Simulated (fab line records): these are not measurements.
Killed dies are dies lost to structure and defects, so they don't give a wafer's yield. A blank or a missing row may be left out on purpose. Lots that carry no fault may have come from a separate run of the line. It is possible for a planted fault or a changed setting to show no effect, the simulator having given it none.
A struck lot beside a sound one -- flow nand-harc -- 15 steps out of a route of 1302
Sound: these wafers, L755.1, L755.5, L755.6. Struck: wafers L763.1, L763.3, L763.6. At the end, the cause is stated.
Order at every step that has rows: each side's tool, ch and its chambers, its first start. Under that, the readings that differ: sound wafers -- struck wafers -- difference of the means -- sigmas: that difference in standard deviations of wafers without a fault.
alike: readings whose means differ by less than 2 such deviations, and words and numbers that are the same on both sides. not compared: withheld readings, readings that some wafer has no value for, bounds like >300 that may hide the same value, and numbers for which the record gives no deviation and whose values overlap.
Wherever a step has rows on one side only, a row that says differs or no value, or a row with sigmas, the two part there. Numbers that don't overlap but have no deviation are shown without sigmas and don't part them. Lack of a reading on every wafer of one side parts them only where that side has two or more wafers.

NHARC_A_CHANNEL_HOLE_D1_XSEM_31:
  sound on xsem-02 ch 0, day 10 08:29; struck on xsem-02 ch 0, day 13 17:35
reading,sound,struck,difference,sigmas
bow-nm (nm),8.74 8.74 8.76,8.24 8.27 8.18,-0.52,-2
  alike: bot-cd-nm, tilt-deg
NHARC_A_CHANNEL_HOLE_D1_INSPECT_40:
  struck on defect-inspect-01, day 13 17:41; sound on defect-inspect-01, day 10 08:35
  alike: raw-defect-count
then, 2 steps without rows for these wafers: NHARC_A_CHANNEL_FILL_D1_PRECLEAN_00 (cleans in SC1); NHARC_A_CHANNEL_FILL_D1_SRD_01.
NHARC_A_CHANNEL_FILL_D1_ALD_02: deposits SiO2, target thk 6 nm, pulse time 10 s, ald cycles 60.
  sound on ald-hk-02 ch 2,3, day 10 09:21; struck on ald-hk-03 ch 0,1,2, day 13 17:56
  alike: heater-power-w, precursor-pulse-height-rel
NHARC_A_CHANNEL_FILL_D1_ALD_03: deposits SiNx, target thk 6 nm, pulse time 60 s, ald cycles 58.
  sound: ald-sin-batch-01 ch 0; struck: ald-sin-batch-01 ch 0
  alike: precursor-pulse-height-rel
then, 5 steps without rows for these wafers: NHARC_A_CHANNEL_FILL_D1_ALD_14 (deposits SiO2, target thk 2.5 nm, pulse time 10 s, ald cycles 25); NHARC_A_CHANNEL_FILL_D1_ALD_15 (deposits SiNx, target thk 2 nm, pulse time 60 s, ald cycles 19); NHARC_A_CHANNEL_FILL_D1_ALD_16 (deposits SiO2, target thk 1.5 nm, pulse time 10 s, ald cycles 15); NHARC_A_CHANNEL_FILL_D1_ANNEAL_17 (time 1800 s); NHARC_A_CHANNEL_FILL_D1_CVD_18 (deposits poly-Si, target thk 3 nm).
NHARC_A_CHANNEL_FILL_D1_ETCHBACK_19: etches the open film in HBr/Cl2, target depth 5 nm, time 1.7 s.
  sound on rie-si-06 ch 0,3, day 11 08:44; struck on rie-si-06 ch 1,3, day 14 14:53
  alike: bias-w, chamber-pressure-mTorr, drypump-motor-current-A, oes-product-au, throttle-valve-pct
  not compared: rf-hours-counter-h
NHARC_A_CHANNEL_FILL_D1_ETCHBACK_20: etches the open film in C4F8/O2/Ar, target depth 27 nm, time 13.5 s.
  sound on rie-diel-03 ch 0,3, day 11 08:51; struck on rie-diel-06 ch 1,2,3, day 14 15:03
  no value came back on the struck wafers for bias-w (W), chamber-pressure-mTorr (mTorr), oes-product-au (a.u.), rf-vpp-V (V); on the sound wafers bias-w (W) reads 1494 1502 1489
  not compared: rf-hours-counter-h
NHARC_A_CHANNEL_FILL_D1_STRIP_28: strips in O2, time 20 s.
  sound on rie-diel-03 ch 0,1,2, day 11 08:56; struck on rie-diel-06 ch 0,1,2, day 14 15:08
  alike: drypump-motor-current-A, o2-flow-sccm, oes-product-au, rf-vpp-V, showerhead-plenum-p-Torr, throttle-valve-pct
  not compared: rf-hours-counter-h
-- jump in the record: it breaks off in module A_CHANNEL_FILL_D1 and resumes in module END (first step shown: number 1302 of the route), and 15 days separate the struck wafers' starts before and after --
NHARC_END_SORT_01:
  sound on prober-02 ch 0, day 25 19:44; struck on prober-01 ch 0, day 29 06:35
reading,sound,struck,difference,sigmas
killed-at-array,46 45 44,674 673 672,+628,+31
killed-dies,49 54 50,677 677 677,+626,+31
  alike: killed-at-other, killed-at-periphery, killed-open, killed-short

WHERE THEY PART
Earliest at NHARC_A_CHANNEL_HOLE_D1_XSEM_31; latest, in this record, at NHARC_END_SORT_01.

WHY: what had been put in by the simulator
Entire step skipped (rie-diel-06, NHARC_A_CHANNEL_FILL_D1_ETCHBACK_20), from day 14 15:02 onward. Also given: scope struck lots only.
